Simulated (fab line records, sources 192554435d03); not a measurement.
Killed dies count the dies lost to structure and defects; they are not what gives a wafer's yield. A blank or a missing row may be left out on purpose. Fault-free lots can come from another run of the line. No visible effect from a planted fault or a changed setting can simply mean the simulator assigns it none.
fab line records -- flow n5Finfet
record lots=3, wafers=8, lastDay=18
route steps=1938 shown BEOL_M8@1332 PASSIVATION@1936
lots that met no fault: taken from a fault-free run of the same line
startH: hours from the record's opening day to when the first of the lot's shown wafers began -- waitH: hours elapsed since this lot's preceding step -- " the same as in the row above -- L1.1+2: a row that stands for several wafers -- - either no value or no given start -- * or withheld: withheld -- < > ~ a bound
route shown NAME@n: NAME is a module with steps in the file, n the number in the route of the first one -- usual: the fault-free wafers' mean and standard deviation -- same: alike in all rows -- chamber/n: place in a boat -- sites: each site's reading -- _std_site: standard deviation of those values -- _edge_site: inner sites' mean taken away from outer sites' mean -- radiusMm: how far each site lies from the wafer's centre -- mask NAME#n: copy n -- behind: tool/chamber where the wafer was last shaped -- hold: why the lot went on hold/how many hours it stayed there/how the hold came to an end -- device: the n, p or np transistor that did not switch -- end of line: the same wafers' tests at the end of the route -- step lacking rows: just its recipe -- killed: the dies lost at the first sort to structure and to defects; this is not the yield of the wafer -- map: shows each die of a wafer: x if killed, . if not, _ if none is there
set.NAME: the run value of the setting; set.NAME@STEP: its run value at that earlier step -- model.NAME: the simulator's own value behind a step, which no gauge read
certain route steps with their lots: each step a table, each wafer a row
services: the hour from which a tool's chamber was out of use, counted from the record's first day as startH (under 0 if before that day), plus the number of hours and why
## steps
# step N5_BEOL_M8_ILD_DEP_00
# recipe material=SiCOH_lowk, targetThkA=1797.5, tempC=300, precursor=DEMS/porogen, pressureTorr=5, rfW=500, timeS=33.4
# step N5_BEOL_M8_CURE_74
# recipe tempC=385, timeS=240, ambient=He/Ar, material=SiCOH_lowk
# step N5_BEOL_M8_PECVD_70
# recipe material=SiO2, targetThkA=200, tempC=400, precursor=TEOS/O2, pressureTorr=5.5, rfW=450, teosFlowSccm=53.8, gas=O2, flowSccm=3000, timeS=22.7
# step N5_BEOL_M8_HM_DEP_02
# recipe material=TiN, targetThkA=200, tempC=25, chamberPressurePa=0.49996
# step N5_BEOL_M8_COAT_59
# recipe resist=SOC, tempC=250, timeS=60, spinRpm=1500, resistThkNm=100
# step N5_BEOL_M8_COAT_60
# recipe resist=SiARC, tempC=220, timeS=60, spinRpm=1500, resistThkNm=35
# step N5_BEOL_M8_COAT_05
# recipe resist=CAR-ArF, spinRpm=1500, resistThkNm=90
# step N5_BEOL_M8_EBR_07
# recipe solvent=PGMEA, ebrWidthMm=1.5
# step N5_BEOL_M8_SOFTBAKE_06
# recipe tempC=110, timeS=60, resist=CAR-ArF
# step N5_BEOL_M8_EXPOSE_08
# recipe maskId=M8, na=1.35, sourceShape=dipole, sigmaInner=0.817, sigmaOuter=0.97, polarization=te, doseMj=68.25
# usual focusOffsetNm=-0.1/0.54
# same dipoleOpeningDeg=35
lot.wafer,tool,chamber,startH,waitH,mask,focusOffsetNm
L795.1,arfiScanner-02,0,280.57,-,M8#0,-0.1
L795.5,arfiScanner-02,0,280.57,-,M8#0,0.9
L796.2,arfiScanner-02,0,349.42,-,M8#0,-0.8
L796.3,arfiScanner-02,0,349.42,-,M8#0,0.2
L796.6,arfiScanner-02,0,349.42,-,M8#0,-0.2
L812.1,arfiScanner-01,0,355.41,-,M8#0,-0.4
L812.4,arfiScanner-01,0,355.41,-,M8#0,-0.1
L812.6,arfiScanner-01,0,355.41,-,M8#0,0.1
# step N5_BEOL_M8_PEB_09
# recipe pebTempC=withheld, pebTimeS=60, resist=CAR-ArF
# step N5_BEOL_M8_DEVELOP_10
# recipe developTimeS=30, developer=TMAH, resist=CAR-ArF, rinseLiquid=diw, dry=airSpin, devTempC=23
# step N5_BEOL_M8_CD_MEAS_11
# recipe targetCdNm=38.5, landingEnergyEv=500, detector=seInlens, polarity=opening
# usual cdNm=38.3/0.67
lot.wafer,tool,chamber,startH,waitH,cdNm
L795.1,cdSem-03,0,280.70,-,37.8
L795.5,cdSem-03,0,280.70,-,37.8
L796.2,cdSem-01,0,349.54,-,35.4
L796.3,cdSem-01,0,349.54,-,37.2
L796.6,cdSem-01,0,349.54,-,37.3
L812.1,cdSem-03,0,355.54,-,39.0
L812.4,cdSem-03,0,355.54,-,38.6
L812.6,cdSem-03,0,355.54,-,39.7
# step N5_BEOL_M8_DESCUM_16
# recipe chemistry=O2, timeS=7.9, sourcePowerW=50, biasPowerW=20, pressureMtorr=20, rfFrequencyHz=2.712e+07, tempC=40, resist=CAR-ArF, o2FlowSccm=225
# step N5_BEOL_M8_ETCH_61
# recipe chemistry=CF4, target=SiARC, targetDepthA=455, maskMaterial=CAR-ArF, timeS=75.8, ionEnergyEv=80, pressureMtorr=40, sourceW=545, biasW=36, Ar_flow_sccm=100, cf4FlowSccm=100, ends=cleared
# usual cf4FlowSccm=100.0/0.3, drypumpMotorCurrentA=5.8/0.31, etchRfOnTimeS=75.6/2.8, oesProductAu=0.69/0.07, rfVppV=183.9/1.2, showerheadPlenumPTorr=2.13/0.072, throttleValvePct=15.57/0.23
lot.wafer,tool,chamber,startH,waitH,cf4FlowSccm,drypumpMotorCurrentA,etchRfOnTimeS,oesProductAu,rfHoursCounterH,rfVppV,showerheadPlenumPTorr,throttleValvePct,model.BEOL_M8.cdOffsetNm
L795.1,rieDiel-03,2,280.82,0.0,99.9,6.1,76.0,0.68,104,185.2,2.25,16.02,-0.6
L795.5,rieDiel-03,3,280.82,0.0,100.0,5.3,77.5,0.67,-,185.3,2.16,15.49,-0.6
L796.2,rieDiel-04,1,349.73,0.0,99.9,5.9,83.5,0.55,244,182.3,2.00,15.45,-3
L796.3,rieDiel-04,3,349.73,0.0,99.9,6.2,71.8,0.71,92,183.6,2.07,15.59,-1.4
L796.6,rieDiel-04,1,349.73,0.0,100.0,6.0,84.1,0.55,-,182.5,2.00,15.45,-1.2
L812.1,rieDiel-03,1,355.66,0.0,99.6,5.9,74.7,0.73,82,183.2,2.09,15.73,1.4
L812.4,rieDiel-03,3,355.66,0.0,100.4,5.3,77.1,0.65,123,183.0,2.15,15.52,-0.4
L812.6,rieDiel-03,0,355.66,0.0,100.3,5.7,74.5,0.73,-,184.1,2.16,15.41,1.4
# step N5_BEOL_M8_ETCH_62
# recipe chemistry=N2/H2, target=SOC, targetDepthA=1100, overetchA=220, maskMaterial=SiARC, tempC=40, timeS=165, ionEnergyEv=200, pressureMtorr=30, sourceW=840, biasW=150, n2FlowSccm=200, h2FlowSccm=200
# step N5_BEOL_M8_STRIP_68
# recipe chemistry=N2/H2, tempC=40, n2FlowSccm=200, h2FlowSccm=200, rfFrequencyHz=6e+07
# step N5_BEOL_M8_STRIP_67
# recipe chemistry=CF4, resist=SiARC, powerW=300, biasPowerW=75, pressureMtorr=50, cf4FlowSccm=150, rfFrequencyHz=6e+07
# step N5_BEOL_M8_HM_OPEN_17
# recipe chemistry=Cl2/BCl3, targetDepthA=200, overetchA=60, target=TiN, maskMaterial=SOC, ionEnergyEv=150, pressureMtorr=10, icpW=1000, biasW=126, Cl2_flow_sccm=53.25, bcl3FlowSccm=21.75, Ar_flow_sccm=25
# usual drypumpMotorCurrentA=5.5/0.44, oesProductAu=0.67/0.086, throttleValvePct=22.07/0.086
lot.wafer,tool,chamber,startH,waitH,drypumpMotorCurrentA,oesProductAu,rfHoursCounterH,throttleValvePct,model.BEOL_M8.cdOffsetNm
L795.1,rieMetal-01,0,281.07,0.0,5.5,0.52,119,22.17,-0.4
L795.5,rieMetal-01,0,281.07,0.0,5.5,0.53,-,22.15,-0.4
L796.2,rieMetal-02,1,349.98,0.0,5.4,0.79,5,22.06,-3
L796.3,rieMetal-02,1,349.98,0.0,5.4,0.79,-,22.09,-1.4
L796.6,rieMetal-02,0,349.98,0.0,5.2,0.73,-,22.02,-0.8
L812.1,rieMetal-03,0,355.91,0.0,6.3,0.65,51,21.94,1.4
L812.4,rieMetal-03,0,355.91,0.0,6.3,0.64,-,21.97,-0.8
L812.6,rieMetal-03,1,355.91,0.0,6.0,0.63,-,22.13,1.8
# step N5_BEOL_M8_STRIP_19
# recipe chemistry=O2, powerW=400, tempC=40, pressureMtorr=30, rfFrequencyHz=6e+07, biasPowerW=0, overashFraction=0.2, o2FlowSccm=225
# step N5_BEOL_M8_CD_MEAS_18
# recipe pitchNm=80, targetCdNm=40
# usual cdNm=39.8/0.88
lot.wafer,tool,chamber,startH,waitH,cdNm
L795.1,cdSem-02,-,281.25,0.0,39.5
L795.5,cdSem-02,-,281.25,0.0,39.6
L796.2,cdSem-02,-,350.16,0.1,36.9
L796.3,cdSem-02,-,350.16,0.1,38.4
L796.6,cdSem-02,-,350.16,0.1,39.1
L812.1,cdSem-02,-,356.15,0.0,41.9
L812.4,cdSem-02,-,356.15,0.0,39.2
L812.6,cdSem-02,-,356.15,0.0,41.8
# step N5_BEOL_M8_COAT_63
# recipe resist=SOC, tempC=250, timeS=60, spinRpm=1500, resistThkNm=60
# step N5_BEOL_M8_COAT_64
# recipe resist=SiARC, tempC=220, timeS=60, spinRpm=1500, resistThkNm=12
# step N5_BEOL_M8_COAT_71
# recipe resist=underlayer, tempC=205, timeS=60, spinRpm=1500, resistThkNm=5
# step N5_BEOL_M8_COAT_22
# recipe resist=CAR-EUV, spinRpm=1500, resistThkNm=30
# step N5_BEOL_M8_EBR_24
# recipe solvent=PGMEA, ebrWidthMm=1.5
# step N5_BEOL_M8_SOFTBAKE_23
# recipe tempC=110, timeS=60, resist=CAR-EUV
# step N5_BEOL_M8_EXPOSE_25
# recipe maskId=V7, na=0.33, sourceShape=annular, sigmaInner=0.4, sigmaOuter=0.8, polarization=unpolarized, targetCdNm=40, doseMj=42.5
# step N5_BEOL_M8_PEB_26
# recipe pebTempC=100, pebTimeS=60, resist=CAR-EUV
# step N5_BEOL_M8_DEVELOP_27
# recipe developTimeS=30, developer=TMAH, resist=CAR-EUV, rinseLiquid=surfactantRinse, dry=airSpin, devTempC=23
# step N5_BEOL_M8_DESCUM_33
# recipe chemistry=O2, timeS=7, sourcePowerW=50, biasPowerW=20, pressureMtorr=20, rfFrequencyHz=2.712e+07, tempC=40, resist=CAR-EUV, o2FlowSccm=225
# step N5_BEOL_M8_ETCH_72
# recipe chemistry=N2/H2, target=underlayer, targetDepthA=65, maskMaterial=CAR-EUV, timeS=5.2, ionEnergyEv=200, pressureMtorr=30, sourceW=840, biasW=150, n2FlowSccm=200, h2FlowSccm=200, ends=cleared
# step N5_BEOL_M8_ETCH_65
# recipe chemistry=CF4, target=SiARC, targetDepthA=156, maskMaterial=CAR-EUV, timeS=26, ionEnergyEv=80, pressureMtorr=40, sourceW=545, biasW=36, Ar_flow_sccm=100, cf4FlowSccm=100, ends=cleared
# step N5_BEOL_M8_ETCH_66
# recipe chemistry=N2/H2, target=SOC, targetDepthA=800, overetchA=160, maskMaterial=SiARC, tempC=40, timeS=120, ionEnergyEv=200, pressureMtorr=30, sourceW=840, biasW=150, n2FlowSccm=200, h2FlowSccm=200
# step N5_BEOL_M8_CD_MEAS_35
# recipe targetCdNm=40, polarity=opening
# usual cdNm=39.9/0.87
lot.wafer,tool,chamber,startH,waitH,cdNm
L795.1,cdSem-02,-,283.06,0.0,39.8
L795.5,cdSem-02,-,283.06,0.0,39.6
L796.2,cdSem-03,-,354.83,0.0,36.4
L796.3,cdSem-03,-,354.83,0.0,38.1
L796.6,cdSem-03,-,354.83,0.0,39.4
L812.1,cdSem-03,-,359.52,0.0,41.4
L812.4,cdSem-03,-,359.52,0.0,39.0
L812.6,cdSem-03,-,359.52,0.0,41.7
# step N5_PASSIVATION_PROBE_49
# usual defectLimitedYield=91.2/1.4, killed_at_M0_to_M3=33/9.5, killed_at_M4_up=13/4.7, killedAtContacts=11/5.3, killedAtFrontEnd=42/12, killedAtOther=5/3.3, killedDies=104/17, killedOpen=67/12, killedShort=33/7.7, sort_bin_5_function=5.1/0.94, sort_bin_6_memory=3.3/0.67, sort_bin_8_speed=0.1/1.3, sortNPass=1074/24, sortYieldPct=91.1/2
# same grossDies=1180, killedAtBackSide=0, sort_bin_4_leakage[%]=0
lot.wafer,tool,chamber,startH,waitH,defectLimitedYield[%],killed_at_M0_to_M3,killed_at_M4_up,killedAtContacts,killedAtFrontEnd,killedAtOther,killedDies,killedOpen,killedShort,sort_bin_5_function[%],sort_bin_6_memory[%],sort_bin_8_speed[%],sortNPass,sortYieldPct[%]
L796.2,prober-01,-,423.81,0.1,91.8,35,12,23,23,4,97,61,25,5.3,2.4,0,1083,91.8
L796.3,prober-01,-,423.86,0.1,91.0,53,13,12,25,3,106,65,32,4.7,3.5,0,1074,91.0
L796.6,prober-01,-,424.01,0.3,90.9,45,17,12,28,5,107,67,32,5.3,3.7,0,1073,90.9
# killed by level:class
L796.2 MOL_CONTACT_COAG:geometricParticle:open=16 BEOL_M3:geometricParticle:open=8 BEOL_M2:geometricParticle:open=7 BEOL_M1:geometricParticle:open=6 HKMG_FIN:areaEtch=6 DUMMY_GATE:geometricParticle:open=5 BEOL_M4:geometricParticle:open=5 MOL_CONTACT_COAG:areaEtch=5
L796.3 BEOL_M2:geometricParticle:open=15 BEOL_M1:geometricParticle:open=12 MOL_CONTACT_COAG:geometricParticle:open=8 BEOL_M0_SAQP:geometricParticle:short=8 HKMG_FIN:areaEtch=8 BEOL_M0_SAQP:geometricParticle:open=6 BEOL_M3:geometricParticle:open=5 GATE_CUT:geometricParticle:open=4
L796.6 BEOL_M0_SAQP:geometricParticle:open=11 BEOL_M0_SAQP:geometricParticle:short=10 STI_FIN_REVEAL:geometricParticle:open=9 BEOL_M4:geometricParticle:open=9 MOL_CONTACT_COAG:geometricParticle:open=7 BEOL_M2:geometricParticle:open=7 BEOL_M3:geometricParticle:open=6 BEOL_M1:geometricParticle:open=5
## services
tool,chamber,startH,hours,kind
arfiScanner-01,-,258.16,1.0,pm
arfiScanner-02,-,275.27,0.3,repair
rieMetal-01,0,285.57,-,clean
rieMetal-01,0,285.57,14.0,scheduledDown
rieMetal-01,0,285.57,14.0,ventCycle
arfiScanner-02,-,297.97,1.0,pm
rieDiel-04,0,342.77,-,clean
rieDiel-04,0,342.77,-,consumableReplace:focusRing
rieDiel-04,0,342.77,-,consumableReplace:showerhead
rieDiel-04,0,342.77,20.9,scheduledDown
rieDiel-04,0,342.77,20.9,ventCycle
rieDiel-03,3,343.44,1.5,repair
## key
firstSign step=N5_BEOL_M8_CD_MEAS_11, reading=cdNm, direction=down, sigmas=4.3, usual=38.3, struck=35.4
effect step=N5_BEOL_M8_CD_MEAS_18, reading=cdNm, direction=down, sigmas=3.4, usual=39.8, struck=36.9
effect step=N5_BEOL_M8_CD_MEAS_35, reading=cdNm, direction=down, sigmas=4, usual=39.9, struck=36.4
modelEffect step=N5_BEOL_M8_ETCH_61, value=BEOL_M8.cdOffsetNm, without=-0.6, struck=-3
modelEffect step=N5_BEOL_M8_HM_OPEN_17, value=BEOL_M8.cdOffsetNm, without=-0.6, struck=-3
metAt N5_BEOL_M8_EXPOSE_08
struckWafers L796.2
onsetBetween 280.57 349.42
fault kind=processParameterDrift, tool=arfiScanner-02, chamber=-, onsetH=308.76, steps=N5_BEOL_M8_EXPOSE_08, channel=focusNm, offset=115.39, shape=step, endH=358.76, scope=struckWafersOnly
